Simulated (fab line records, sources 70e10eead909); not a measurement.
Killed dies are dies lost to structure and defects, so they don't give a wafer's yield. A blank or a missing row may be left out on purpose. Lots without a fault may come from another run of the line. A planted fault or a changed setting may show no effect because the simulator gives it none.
fab line records | flow nand_harc
record lots=11 wafers=33 last_day=33
route steps=1302 shown A_STAIRCASE@870 A_SGD_CUT@906 END@1302
lots that met no fault: from a run of the same line without faults
start_h: hours from the record's first day to the start of the lot's first wafer shown | wait_h: hours since the lot's step before | " the same as in the row above | L1.1+2: a row that stands for several wafers | - no value, or no start given | * or withheld: withheld | < > ~ a bound
route shown NAME@n: a module of which the file shows steps, and the number in the route of the first | usual: mean/standard deviation of fault-free wafers | same: alike in all rows | chamber/n: place in a boat | sites: the reading at each site | _std_site: their standard deviation | _edge_site: outer sites' mean less inner sites' | radius_mm: how far each site lies from the wafer's centre | mask NAME#n: copy n | behind: the tool/chamber that last shaped the wafer | hold: why the lot was held/for how many hours/how that ended | device: the transistor (n, p or np) that didn't switch | end of line: the same wafers' tests at the end of the route | a step without rows: its recipe alone | killed: dies lost to structure and defects at the first sort, not the wafer's yield | map: a wafer's dies, x killed, . not, _ none there
set.NAME: the setting as run; set.NAME@STEP: as run at that earlier step | model.NAME: the simulator's own value behind a step, which no gauge read
steps of the route over a sample of lots; a table a step, a row a wafer
services: from which hour (start_h, from the record's first day; less than 0 if before it) a tool's chamber was out of use, for how many hours, and why
## steps
# step NHARC_A_STAIRCASE_ETCH_444
# recipe target_depth_a=2.04e+05 time_s=6800 c4f8_flow_sccm=20 o2_flow_sccm=10 ar_flow_sccm=withheld rf_w=600 bias_w=1000 chemistry=C4F8/O2
# usual oes_product_au=0.934/0.019 rf_vpp_V=805.9/2.8 run_length_s=6821.3/0.42
# columns lot.wafer tool chamber start_h wait_h oes_product_au rf_hours_counter_h rf_vpp_V run_length_s
L376.2 rie_diel-07 2 419.96 0.6 0.930 42 805.4 6821
L376.1 " 3 " " 0.928 33 806.1 6821.7
L376.5 " 1 " " 0.935 - 811.2 6821.6
L377.2 rie_diel-13 3 437.24 0.1 0.936 30 807.0 6820.8
L377.1 " 0 " " 0.945 29 807.6 6820.5
L377.5 " 3 439.13 1.9 0.928 - 806.5 6821.3
L381.4 rie_diel-07 2 468.56 0.1 0.923 56 804.5 6820.9
L381.3 " 3 " " 0.947 45 805.7 6821.8
L381.6 " 2 470.46 1.9 0.921 - 805.6 6821.1
L385.3 rie_diel-07 1 527.91 1.0 0.948 14 810.0 6821.4
L385.2 " 2 " " 0.944 15 803.4 6820.8
L385.5 " 0 " " 0.958 - 810.1 6821.8
L391.2 rie_diel-07 0 577.40 0.1 0.932 30 811.6 6822.2
L391.4 " 2 " " 0.920 32 803.6 6820.9
L391.5 " 1 579.78 2.4 0.927 - 808.4 6821.7
L393.3 rie_diel-13 2 587.86 0.1 0.913 17 802.6 6821.1
L393.2 " 3 " " 0.909 17 805.1 6820.7
L393.6 " 2 589.76 1.9 0.917 - 802.6 6821.2
L395.3 rie_diel-07 0 610.50 1.5 0.931 42 811.0 6822.2
L395.5 " 1 " " 0.928 - 808.9 6821.3
L395.6 " 2 " " 0.932 - 803.2 6821.3
L396.4 rie_diel-13 3 626.21 0.5 0.900 30 803.7 6821
L396.1 " 1 " " 0.930 27 802.5 6821.2
L396.5 " 3 " " 0.910 - 804.6 6820.8
L397.1 rie_diel-01 2 642.14 0.1 0.914 24 805.0 6821.2
L397.4 " 0 " " 0.937 25 801.0 6821.2
L397.5 " 2 " " 0.913 - 804.4 6821.4
L398.5 rie_diel-13 2 650.60 2.0 0.896 - 804.0 6820.9
L398.4 " 0 " " 0.920 - 804.8 6820.7
L398.6 " 1 " " 0.932 - 802.2 6820.9
L399.1 rie_diel-07 3 667.52 0.1 0.950 3 804.4 6822
L399.3 " 1 " " 0.967 3 809.9 6821.4
L399.4 " 2 " " 0.942 3 804.4 6820.7
# step NHARC_A_SGD_CUT_ETCH_59
# recipe target_depth_a=2600 over_etch_frac=0.25 time_s=406.25 ion_energy_ev=200 n2_flow_sccm=150 h2_flow_sccm=150 ar_flow_sccm=0 rf_w=400 bias_w=150 chemistry=N2/H2
# usual drypump_motor_current_A=5.98/0.27 oes_product_au=1.000/0.013 rf_vpp_V=429.0/2.2 run_length_s=427.6/0.5 showerhead_plenum_p_Torr=1.99/0.073 throttle_valve_pct=14.171/0.0092
# columns lot.wafer tool chamber start_h wait_h drypump_motor_current_A oes_product_au rf_hours_counter_h rf_vpp_V run_length_s showerhead_plenum_p_Torr throttle_valve_pct
L376.1 rie_diel-09 2 427.79 - 6.04 0.981 5 429.2 426.9 1.98 14.175
L376.2 " 3 " " 6.06 0.982 5 427.4 427.5 1.97 14.164
L376.5 " 2 " " 6.04 0.976 - 429.6 427.2 1.98 14.165
L377.1 rie_diel-03 3 445.31 - 6.23 0.985 12 431.1 426.7 2.04 14.192
L377.2 " 1 " " 6.64 1.004 13 431.1 427.8 2.07 14.168
L377.5 " 0 " " 5.71 0.982 - 427.6 427.6 1.93 14.165
L381.3 rie_diel-09 1 477.04 - 5.67 1.010 8 432.7 428.2 2.15 14.167
L381.4 " 2 " " 6.05 1.003 8 428.4 427.5 1.98 14.182
L381.6 " 0 " " 5.99 1.007 - 426.6 428.2 1.91 14.174
L385.2 rie_diel-09 3 535.35 - 6.06 1.005 2 428.6 427.6 1.96 14.169
L385.3 " 0 " " 5.99 1.029 2 427.3 322.9 1.91 14.172
L385.5 " 2 " " 6.04 1.013 - 428.7 427.0 1.98 14.177
L391.2 rie_diel-08 0 585.54 - 5.94 1.010 1 427.7 427.0 1.97 14.160
L391.4 " 2 " " 6.20 0.988 1 428.2 427.3 1.92 14.167
L391.5 " 0 " " 5.94 1.009 - 427.7 426.8 1.97 14.180
L393.3 rie_diel-03 1 597.04 - 6.69 0.989 10 430.7 428.1 2.07 14.166
L393.2 " 2 " " 5.93 0.993 10 427.0 427.3 1.91 14.172
L393.6 " 2 " " 5.93 1.008 - 427.0 427.2 1.91 14.188
L395.3 rie_diel-03 0 617.25 - 5.71 1.008 13 428.8 427.5 1.92 14.184
L395.5 " 0 " " 5.71 0.998 - 428.2 427.6 1.92 14.166
L395.6 " 1 " " 6.60 0.980 - 431.4 427.9 2.07 14.167
L396.1 rie_diel-09 3 634.01 - 6.06 1.002 8 429.3 427.9 1.96 14.187
L396.5 " 1 " " 5.66 1.007 - 433.4 428.0 2.15 14.171
L396.4 " 3 " " 6.04 0.997 - 427.9 427.4 1.96 14.176
L397.4 rie_diel-08 0 655.65 - 5.93 1.007 4 428.6 426.9 1.97 14.175
L397.1 " 2 " " 6.24 0.996 4 426.7 427.2 1.92 14.180
L397.5 " 0 " " 5.94 0.998 - 429.8 426.9 1.97 14.165
L398.4 rie_diel-03 1 658.08 - 6.72 0.981 1 429.8 428.1 2.07 14.162
L398.6 " 1 " " 6.71 0.987 - 431.4 428.2 2.07 14.171
L398.5 " 2 " " 5.92 1.008 - 426.1 427.7 1.91 14.180
L399.3 rie_diel-08 0 675.64 - 5.94 0.991 6 428.6 426.9 1.97 14.176
L399.1 " 1 " " 5.85 0.978 6 430.7 428.0 2.01 14.178
L399.4 " 3 " " 5.50 0.990 6 428.4 427.7 1.98 14.153
# step NHARC_A_SGD_CUT_STRIP_17
# recipe o2_flow_sccm=500 ar_flow_sccm=0 bias_w=0 chemistry=O2
# usual drypump_motor_current_A=5.98/0.27 oes_product_au=1.000/0.014 rf_vpp_V=57.6/0.87 showerhead_plenum_p_Torr=3.44/0.11 throttle_valve_pct=17.036/0.0086
# columns lot.wafer tool chamber start_h wait_h drypump_motor_current_A oes_product_au rf_hours_counter_h rf_vpp_V showerhead_plenum_p_Torr throttle_valve_pct
L376.1 rie_diel-09 3 - - 6.07 0.986 5 57.6 3.41 17.047
L376.2 " 0 " " 5.93 1.017 5 57.1 3.32 17.032
L376.5 " 2 " " 6.05 0.976 - 55.7 3.44 17.046
L377.2 rie_diel-03 0 - - 5.73 0.983 14 58.2 3.35 17.032
L377.1 " 1 " " 6.72 1.002 13 57.8 3.58 17.034
L377.5 " 2 " " 5.94 0.985 - 58.3 3.34 17.044
L381.4 rie_diel-09 2 - - 6.06 1.003 8 57.6 3.44 17.036
L381.3 " 3 " " 6.07 1.005 9 57.7 3.41 17.028
L381.6 " 2 " " 6.04 0.995 - 57.2 3.44 17.041
L385.2 rie_diel-09 2 - - 6.05 1.000 2 56.5 3.43 17.030
L385.3 " 3 " " 6.09 1.005 2 57.3 3.41 17.049
L385.5 " 1 " " 5.68 1.012 - 58.5 3.70 17.035
L391.4 rie_diel-08 3 - - 5.50 0.992 1 58.0 3.43 17.029
L391.2 " 1 " " 5.85 1.001 1 57.9 3.48 17.033
L391.5 " 0 " " 5.95 1.011 - 57.5 3.42 17.033
L393.3 rie_diel-03 1 - - 6.64 0.978 10 57.4 3.57 17.048
L393.2 " 3 " " 6.21 0.999 11 57.8 3.52 17.028
L393.6 " 1 " " 6.66 0.997 - 59.3 3.57 17.027
L395.3 rie_diel-03 2 - - 5.97 1.020 12 57.1 3.33 17.012
L395.6 " 1 " " 6.63 0.986 - 58.0 3.57 17.034
L395.5 " 2 " " 5.92 1.010 - 57.2 3.33 17.039
L396.1 rie_diel-09 1 - - 5.66 1.005 8 58.0 3.70 17.045
L396.4 " 0 " " 5.93 1.016 8 56.4 3.31 17.039
L396.5 " 1 " " 5.67 1.003 - 57.5 3.70 17.025
L397.1 rie_diel-08 0 - - 5.94 1.005 5 57.9 3.42 17.028
L397.4 " 1 " " 5.87 1.002 5 57.4 3.48 17.046
L397.5 " 2 " " 6.21 0.992 - 58.3 3.33 17.032
L398.4 rie_diel-03 0 - - 5.71 0.981 1 58.9 3.34 17.017
L398.6 " 3 " " 6.22 0.977 - 58.0 3.51 17.049
L398.5 " 0 " " 5.73 0.988 - 57.2 3.34 17.044
L399.1 rie_diel-08 2 - - 6.23 0.989 6 56.1 3.33 17.035
L399.3 " 0 " " 5.94 0.983 6 57.8 3.42 17.045
L399.4 " 1 " " 5.87 0.971 6 58.8 3.47 17.045
# step NHARC_A_SGD_CUT_ETCHBACK_24
# recipe target_depth_a=500 over_etch_frac=0.3 time_s=92.857 ion_energy_ev=120 ch3f_flow_sccm=50 o2_flow_sccm=30 ar_flow_sccm=200 rf_w=500 bias_w=100 chemistry=CH3F/O2
# usual drypump_motor_current_A=5.98/0.29 oes_product_au=0.97/0.031 rf_vpp_V=243.5/1.2 showerhead_plenum_p_Torr=2.40/0.076 throttle_valve_pct=20.663/0.0093
# columns lot.wafer tool chamber start_h wait_h drypump_motor_current_A oes_product_au rf_hours_counter_h rf_vpp_V showerhead_plenum_p_Torr throttle_valve_pct
L376.1 rie_diel-03 3 433.58 0.1 6.19 0.97 11 243.3 2.45 20.650
L376.2 " 2 " " 5.95 0.98 12 243.6 2.32 20.651
L376.5 " 3 " " 6.19 0.98 - 243.9 2.46 20.655
L377.2 rie_diel-03 3 451.46 0.2 6.21 0.91 13 245.6 2.45 20.644
L377.1 " 0 " " 5.76 0.91 14 243.3 2.33 20.653
L377.5 " 3 " " 6.18 0.90 - 243.2 2.45 20.662
L381.4 rie_diel-09 1 482.68 0.1 5.67 0.92 8 245.8 2.58 20.656
L381.3 " 0 " " 5.97 0.93 9 242.0 2.31 20.659
L381.6 " 2 " " 6.04 0.92 - 243.6 2.39 20.632
L385.3 rie_diel-03 2 543.53 0.2 5.94 0.99 6 242.3 2.32 20.669
L385.2 " 3 " " 6.21 0.97 7 244.8 2.45 20.656
L385.5 " 1 " " 6.63 0.98 - 244.6 2.49 20.662
L391.4 rie_diel-08 3 591.62 0.1 5.51 0.91 1 243.8 2.39 20.654
L391.2 " 2 " " 6.24 0.91 2 242.2 2.32 20.656
L391.5 " 3 " " 5.51 0.92 - 242.1 2.39 20.676
L393.2 rie_diel-08 2 602.09 0.2 6.24 0.98 2 242.0 2.32 20.650
L393.3 " 0 " " 5.96 1.01 2 243.8 2.38 20.676
L393.6 " 2 " " 6.24 0.96 - 241.9 2.32 20.674
L395.3 rie_diel-08 1 623.80 0.2 5.84 1.00 3 242.7 2.42 20.657
L395.6 " 3 " " 5.51 0.97 - 243.5 2.39 20.666
L395.5 " 0 " " 5.95 1.00 - 242.4 2.38 20.666
L396.4 rie_diel-09 2 640.24 0.1 6.05 0.94 6 243.3 2.39 20.682
L396.1 " 0 " " 5.98 0.95 8 240.8 2.30 20.663
L396.5 " 3 " " 6.08 0.94 - 243.6 2.37 20.678
L397.1 rie_diel-03 0 661.93 0.2 5.73 0.99 1 243.6 2.32 20.670
L397.4 " 1 " " 6.68 0.98 1 243.4 2.49 20.668
L397.5 " 0 " " 5.69 0.99 - 242.2 2.32 20.670
L398.4 rie_diel-08 1 661.97 0.2 5.87 1.00 5 243.6 2.42 20.665
L398.5 " 3 " " 5.52 0.98 - 243.4 2.39 20.664
L398.6 " 0 " " 5.95 0.98 - 241.8 2.38 20.655
L399.1 rie_diel-03 2 681.88 0.1 5.95 1.01 3 242.8 2.31 20.679
L399.4 " 3 " " 6.22 1.01 3 244.8 2.45 20.658
L399.3 " 0 " " 5.75 1.00 3 242.0 2.32 20.652
# step NHARC_END_SORT_01
# recipe temp_c=25
# usual killed_at_array=55/17 killed_at_other=0.9/1.2 killed_at_periphery=3.7/2.5 killed_dies=59/18 killed_open=3.4/1.9 killed_short=2.6/1.6
# same gross_dies=677
# columns lot.wafer tool chamber start_h wait_h killed_at_array killed_at_other killed_at_periphery killed_dies killed_open killed_short
L385.2 prober-01 0 666.26 2.8 71 5 4 80 3 5
L385.3 prober-01 0 667.05 3.1 662 3 7 672 1 1
L385.5 prober-01 0 668.63 3.6 82 3 6 91 3 3
# killed by level:class
L385.2 A_CHANNEL_HOLE_D1:chamber_film_flake=32 A_SLIT:chamber_film_flake=23 THIN_TSV:chamber_film_flake=5 A_CONTACT:chamber_film_flake=4 A_WL_FILL:geometric_particle:short=2 A_CHANNEL_HOLE_D2:unspecified=2 P_CONTACT:geometric_particle:open=1 P_M0:geometric_particle:short=1
L385.3 A_SGD_CUT:area_etch=589 A_CHANNEL_HOLE_D1:chamber_film_flake=38 A_SLIT:chamber_film_flake=25 P_ZERO_WELL:chamber_film_flake=4 P_BONDPAD:chamber_film_flake=3 THIN_TSV:chamber_film_flake=3 A_CHANNEL_HOLE_D2:unspecified=2 A_STAIRCASE:chamber_film_flake=2
L385.5 A_SLIT:chamber_film_flake=34 A_CHANNEL_HOLE_D1:chamber_film_flake=32 P_GATE:chamber_film_flake=5 A_ZERO_WELL:chamber_film_flake=4 A_ONON_D2:geometric_particle:short=3 THIN_TSV:chamber_film_flake=3 A_CHANNEL_FILL_D2:chamber_film_flake=2 P_M0:geometric_particle:open=1
## services
# columns tool chamber start_h hours kind
rie_diel-03 3 397.24 11.7 repair
rie_diel-01 2 404.83 14.1 repair
rie_diel-01 - 434.14 0.6 repair
rie_diel-08 3 447.71 15.0 repair
rie_diel-03 - 458.30 9.0 pm
rie_diel-07 - 471.41 9.0 pm
rie_diel-09 - 491.30 1.5 repair
rie_diel-09 - 497.31 9.0 pm
rie_diel-09 - 517.32 0.3 repair
rie_diel-13 - 519.00 9.0 pm
rie_diel-09 3 533.60 1.4 repair
rie_diel-01 - 539.76 0.4 repair
rie_diel-08 - 544.85 9.0 pm
rie_diel-01 - 560.59 9.0 pm
rie_diel-07 3 594.49 7.4 repair
rie_diel-03 3 614.82 6.3 repair
rie_diel-09 2 624.18 10.4 repair
rie_diel-03 - 635.30 9.0 pm
rie_diel-09 2 644.35 24.0 repair
rie_diel-07 - 648.41 9.0 pm
rie_diel-13 3 648.51 3.9 repair
rie_diel-07 - 670.46 0.1 repair
rie_diel-01 1 671.97 9.8 repair
rie_diel-09 - 674.31 9.0 pm
## key
first_sign step=NHARC_A_SGD_CUT_ETCH_59 reading=run_length_s direction=down sigmas=99+ usual=* struck=*
effect step=NHARC_END_SORT_01 reading=killed_at_array direction=up sigmas=35 usual=55 struck=662
more_kills_born_at NHARC_A_SGD_CUT_ETCH_59@rie_diel-09=589
met_at NHARC_A_SGD_CUT_ETCH_59
struck_lots L385
struck_wafers L385.3
later_rows_left_out L385.3
tester_left_out L385
not_acting_at NHARC_A_STAIRCASE_ETCH_444,NHARC_A_SGD_CUT_STRIP_17,NHARC_A_SGD_CUT_ETCHBACK_24
onset_between 477.04 535.35
fault kind=process_parameter_drift tool=rie_diel-09 chamber=0 onset_h=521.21 steps=NHARC_A_SGD_CUT_ETCH_59 channel=time_s offset=* shape=step end_h=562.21 acts_in=* stated=*
# tester_left_out: of these lots the tester's yield and bins aren't shown, on N5 and GAA mostly nor the transistor test; their killed dies are dies lost to structure and defects alone, not to doping, threshold or leakage, so they don't give the yield
# later_rows_left_out: the simulator's readings of these wafers behind a module that went badly wrong aren't trusted and aren't shown, but for the sort
